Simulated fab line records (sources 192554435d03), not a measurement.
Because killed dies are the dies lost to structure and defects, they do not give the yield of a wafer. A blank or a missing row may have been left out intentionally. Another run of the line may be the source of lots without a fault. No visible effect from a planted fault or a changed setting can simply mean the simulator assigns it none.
fab line records | flow n5_finfet
[record] lots = 10 wafers = 30 last_day = 16
route steps=1938 shown BEOL_M10@1525 BEOL_M11@1542
lots with no fault: from the same line, run without faults
start_h: hours from the record's opening day to when the first of the lot's shown wafers began | wait_h: how many hours have passed since the lot's step before this one | " same as the row above | L1.1+2: a single row standing in for several wafers | - no value, or no start was given | * or withheld: withheld | < > ~ a bound
route shown NAME@n: a module of which the file shows steps, and the number in the route of the first | usual: mean/standard deviation taken from wafers without a fault | same: alike in all rows | chamber/n: place in a boat | sites: each site's reading | _std_site: how widely they spread, as a standard deviation | _edge_site: the outer-site mean with the inner-site mean subtracted | radius_mm: for every site, how far away it sits from the centre of the wafer | mask NAME#n: copy n | behind: the most recent tool/chamber to have shaped the wafer | hold: why the lot went on hold/how many hours it stayed there/how the hold came to an end | device: which transistor (n, p or np) failed to switch | end of line: tests run on the same wafers once the route is complete | where a step has no rows: the recipe by itself | killed: count of dies lost to structure and defects at first sort (not the wafer's yield) | map: a wafer's dies, marking killed ones x, the rest . and places with no die _
set.NAME: setting as actually run; set.NAME@STEP: the setting as run at that earlier step | model.NAME: the simulator's own value behind a step, which no gauge read
steps of the route over a sample of lots; a table a step, a row a wafer
services: the hour from which a tool's chamber was out of use, counted from the record's first day as start_h (under 0 if before that day), plus the number of hours and why
[[steps]]
[step N5_BEOL_M10_SURFACE_TREAT_76]
[recipe] gas = Ar time_s = * ion_energy_ev = * ion_current_ma_cm2 = 0.5 pressure_mtorr = * ar_flow_sccm = 30
[usual] throttle_valve_pct = *
// columns lot.wafer tool chamber start_h wait_h throttle_valve_pct
L783.1 pvd_sputter-02 - 227.70 0.5 *
L783.3 " - " " *
L783.5 " - " " *
L785.1 pvd_sputter-02 - 247.97 0.2 *
L785.3 " - " " *
L785.5 " - " " *
L786.1 pvd_sputter-03 - 248.26 0.2 *
L786.5 " - " " *
L786.6 " - " " *
L787.1 pvd_sputter-02 - 256.27 0.2 *
L787.3 " - " " *
L787.5 " - " " *
L788.2 pvd_sputter-03 - 268.24 0.3 *
L788.3 " - " " *
L788.6 " - " " *
L792.1 pvd_sputter-01 - 301.54 0.2 *
L792.5 " - " " *
L792.6 " - " " *
L793.2 pvd_sputter-01 - 301.58 0.2 *
L793.3 " - " " *
L793.4 " - " " *
L796.2 pvd_sputter-02 - 306.33 0.4 *
L796.3 " - " " *
L796.5 " - " " *
L800.1 pvd_sputter-02 - 329.81 0.2 *
L800.2 " - " " *
L800.4 " - " " *
L799.1 pvd_sputter-01 - 332.76 0.3 *
L799.3 " - " " *
L799.6 " - " " *
[step N5_BEOL_M10_ANNEAL_51]
[recipe] temp_c = 225 time_s = 90 ambient = N2
[usual] anneal_temp_c_max = 226.1/0.34 wafer_temp_C_max = 226.14/0.29
// columns lot.wafer tool chamber start_h wait_h anneal_temp_c_max wafer_temp_C_max
L783.1 rtp_anneal-01 0 228.19 0.1 226.8 226.21
L783.3 " 0 " " 226.4 226.17
L783.5 " 0 " " 226.6 226.10
L785.1 rtp_anneal-01 0 248.53 0.1 226.3 226.31
L785.3 " 0 " " 226.8 226.16
L785.5 " 0 " " 226.0 226.28
L786.1 rtp_anneal-01 0 249.07 0.4 226.3 226.80
L786.5 " 0 " " 226.2 226.24
L786.6 " 0 " " 226.5 225.79
L787.1 rtp_anneal-02 0 256.71 0.1 225.6 226.78
L787.3 " 0 " " 225.8 226.62
L787.5 " 0 " " 225.8 226.17
L788.2 rtp_anneal-01 0 268.79 0.1 226.1 226.15
L788.3 " 0 " " 226.0 225.98
L788.6 " 0 " " 226.5 225.79
L792.1 rtp_anneal-02 0 301.97 0.1 225.8 226.05
L792.5 " 0 " " 225.7 226.49
L792.6 " 0 " " 225.7 226.14
L793.2 rtp_anneal-02 0 302.28 0.3 225.8 226.00
L793.3 " 0 " " 225.5 225.93
L793.4 " 0 " " 225.9 226.10
L796.2 rtp_anneal-01 0 308.49 0.1 226.2 225.84
L796.3 " 0 " " 225.9 225.79
L796.5 " 0 " " 226.7 225.89
L800.1 rtp_anneal-02 0 330.23 0.1 226.0 226.16
L800.2 " 0 " " 225.6 226.21
L800.4 " 0 " " 225.7 226.01
L799.1 rtp_anneal-01 0 333.34 0.2 226.0 226.24
L799.3 " 0 " " 225.7 226.21
L799.6 " 0 " " 226.2 225.69
[step N5_BEOL_M10_RS_MEAS_57]
[recipe] thk_meas_gauge = four-point-probe reads = Cu_of_BEOL_M10_ECD_50+Co_of_BEOL_M10_CVD_75+TaN_of_BEOL_M10_ALD_74
[usual] M10_RS = 0.152/0.0032
// columns lot.wafer tool chamber start_h wait_h M10_RS[ohm/sq]
L783.1 film_metro-01 - 228.95 0.1 0.152
L783.3 " - " " 0.152
L783.5 " - " " 0.149
L785.1 film_metro-01 - 249.25 0.1 0.156
L785.3 " - " " 0.148
L785.5 " - " " 0.149
L786.1 film_metro-02 - 249.79 0.1 0.150
L786.5 " - " " 0.149
L786.6 " - " " 0.156
L787.1 film_metro-01 - 257.44 0.1 0.150
L787.3 " - " " 0.147
L787.5 " - " " 0.152
L788.2 film_metro-01 - 269.47 0.1 0.150
L788.3 " - " " 0.151
L788.6 " - " " 0.148
L792.1 film_metro-01 - 302.70 0.1 0.156
L792.5 " - " " 0.150
L792.6 " - " " 0.154
L793.2 film_metro-02 - 302.96 0.1 0.144
L793.3 " - " " 0.148
L793.4 " - " " 0.154
L796.2 film_metro-01 - 309.17 0.1 0.149
L796.3 " - " " 0.151
L796.5 " - " " 0.152
L800.1 film_metro-02 - 330.96 0.1 0.150
L800.2 " - " " 0.153
L800.4 " - " " 0.156
L799.1 film_metro-02 - 334.06 0.1 0.150
L799.3 " - " " 0.153
L799.6 " - " " 0.146
[step N5_BEOL_M11_COAT_60]
[recipe] resist = SiARC temp_c = 220 time_s = 60 spin_rpm = 1500 resist_thk_nm = 30
[usual] spin_speed_rpm = 1500.0/0.94
// columns lot.wafer tool chamber start_h wait_h spin_speed_rpm
L783.1 litho_track-01 0 231.33 - 1502.2
L783.3 " 0 " " 1500.5
L783.5 " 0 " " 1500.3
L785.1 litho_track-04 0 253.52 - 1500.5
L785.3 " 0 " " 1500.4
L785.5 " 0 " " 1499.8
L786.1 litho_track-04 0 253.73 - 1500.5
L786.5 " 0 " " 1500.2
L786.6 " 0 " " 1498.8
L787.1 litho_track-01 0 261.20 - 1498.6
L787.3 " 0 " " 1500.2
L787.5 " 0 " " 1498.7
L788.2 litho_track-01 0 271.55 - 1659.0
L788.3 " 0 " " 1658.9
L788.6 " 0 " " 1660.3
L792.1 litho_track-01 0 304.31 - 1658.3
L792.5 " 0 " " 1658.5
L792.6 " 0 " " 1658.3
L793.2 litho_track-01 0 304.78 - 1658.2
L793.3 " 0 " " 1658.6
L793.4 " 0 " " 1658.9
L796.2 litho_track-02 0 312.10 - 1501.1
L796.3 " 0 " " 1500.2
L796.5 " 0 " " 1499.9
L800.1 litho_track-04 0 332.93 - 1499.2
L800.2 " 0 " " 1502.3
L800.4 " 0 " " 1499.6
L799.1 litho_track-04 0 338.08 - 1500.0
L799.3 " 0 " " 1500.6
L799.6 " 0 " " 1499.6
[step N5_BEOL_M11_ETCH_61]
[recipe] chemistry = CF4 target = SiARC target_depth_a = 390 mask_material = CAR-ArF time_s = 65 ion_energy_ev = 80 pressure_mtorr = 40 source_w = 545 bias_w = 36 Ar_flow_sccm = 100 cf4_flow_sccm = 100 ends = cleared
[usual] drypump_motor_current_A = 5.9/0.45 etch_rf_on_time_s = 64.8/1.3 oes_product_au = 0.63/0.066 rf_vpp_V = 184.1/1.3 showerhead_plenum_p_Torr = 2.15/0.077 throttle_valve_pct = 15.68/0.16
// columns lot.wafer tool chamber start_h wait_h drypump_motor_current_A etch_rf_on_time_s oes_product_au rf_hours_counter_h rf_vpp_V showerhead_plenum_p_Torr throttle_valve_pct
L783.1 rie_diel-02 3 231.94 0.0 6.6 64.5 0.80 11 184.9 2.19 15.40
L783.3 " 2 " " 6.1 66.5 0.62 177 183.0 2.14 15.59
L783.5 " 2 " " 6.1 67.0 0.62 - 184.3 2.14 15.61
L785.1 rie_diel-04 3 254.40 0.0 5.9 64.1 0.60 200 184.5 2.21 15.66
L785.3 " 1 " " 6.0 63.9 0.61 181 183.3 2.21 15.71
L785.5 " 0 " " 6.3 62.9 0.61 - 184.0 2.04 16.06
L786.1 rie_diel-02 2 254.63 0.0 6.2 67.4 0.61 183 184.2 2.13 15.62
L786.5 " 1 " " 6.2 67.2 0.63 - 183.8 2.06 15.59
L786.6 " 0 " " 5.1 66.5 0.66 - 185.5 2.24 15.58
L787.1 rie_diel-02 0 261.69 0.0 5.1 66.1 0.66 126 187.5 2.24 15.57
L787.3 " 1 " " 6.1 67.2 0.62 172 182.8 2.05 15.58
L787.5 " 3 " " 6.6 65.6 0.78 - 185.1 2.19 15.42
L788.2 rie_diel-04 3 272.04 0.0 5.9 61.2 0.59 205 185.9 2.21 15.67
L788.3 " 0 " " 6.3 60.4 0.60 240 183.9 2.04 16.07
L788.6 " 0 " " 6.3 61.2 0.60 - 182.4 2.04 16.05
L792.1 rie_diel-04 2 305.24 0.0 5.4 61.2 0.62 183 183.5 2.13 15.70
L792.5 " 3 " " 5.9 61.2 0.58 - 185.4 2.20 15.68
L792.6 " 1 " " 6.0 60.9 0.60 - 186.3 2.21 15.75
L793.2 rie_diel-04 1 305.49 0.0 6.0 61.4 0.60 197 184.6 2.21 15.74
L793.3 " 2 " " 5.4 61.9 0.62 184 185.0 2.13 15.70
L793.4 " 1 " " 6.0 61.4 0.59 - 184.3 2.21 15.73
L796.2 rie_diel-03 1 312.83 0.0 6.5 64.3 0.59 224 184.5 2.10 15.78
L796.3 " 0 " " 5.9 63.8 0.78 18 185.2 2.27 15.36
L796.5 " 1 " " 6.5 64.4 0.59 - 182.7 2.10 15.78
L800.1 rie_diel-04 1 333.42 0.0 6.0 65.3 0.59 207 186.0 2.21 15.77
L800.2 " 2 " " 5.4 64.9 0.61 194 183.0 2.13 15.72
L800.4 " 3 " " 5.9 63.4 0.58 228 185.0 2.20 15.71
L799.1 rie_diel-03 1 338.57 0.0 6.5 65.2 0.58 234 183.0 2.10 15.79
L799.3 " 0 " " 5.9 64.3 0.77 27 185.0 2.27 15.39
L799.6 " 1 " " 6.5 65.1 0.59 - 182.7 2.10 15.79
[[services]]
// columns tool chamber start_h hours kind
rie_diel-02 3 210.65 2.9 repair
rie_diel-03 0 225.48 - clean
rie_diel-03 0 225.48 - consumable_replace:focus_ring
rie_diel-03 0 225.48 - consumable_replace:showerhead
rie_diel-03 0 225.48 21.1 scheduled_down
rie_diel-03 0 225.48 21.1 vent_cycle
rie_diel-04 2 248.97 8.5 repair
rie_diel-02 3 249.69 7.0 repair
litho_track-04 - 274.28 - consumable_replace:filter
pvd_sputter-03 - 279.46 4.2 repair
rie_diel-04 0 303.73 - clean
rie_diel-04 0 303.73 - consumable_replace:focus_ring
rie_diel-04 0 303.73 - consumable_replace:showerhead
rie_diel-04 0 303.73 17.6 scheduled_down
rie_diel-04 0 303.73 17.6 vent_cycle
rie_diel-04 2 316.38 2.4 repair
rie_diel-02 1 327.06 13.8 repair
rie_diel-03 2 333.27 7.1 repair
[[key]]
[first_sign] step = N5_BEOL_M11_COAT_60 reading = spin_speed_rpm direction = up sigmas = 99+ usual = * struck = *
[effect] step = N5_BEOL_M11_ETCH_61 reading = etch_rf_on_time_s direction = down sigmas = 2.8 usual = * struck = *
met_at N5_BEOL_M11_COAT_60
struck_lots L788,L792,L793
not_acting_at N5_BEOL_M10_SURFACE_TREAT_76,N5_BEOL_M10_ANNEAL_51,N5_BEOL_M10_RS_MEAS_57
onset_between 261.20 271.55
[earlier_fault] kind = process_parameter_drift tool = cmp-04 chamber = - onset_h = 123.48 steps = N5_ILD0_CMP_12 channel = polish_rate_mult offset = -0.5 shape = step
[fault] kind = process_parameter_drift tool = litho_track-01 chamber = - onset_h = 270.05 steps = N5_BEOL_M11_COAT_60 channel = spin_rpm offset = * shape = step acts_in = * stated = *
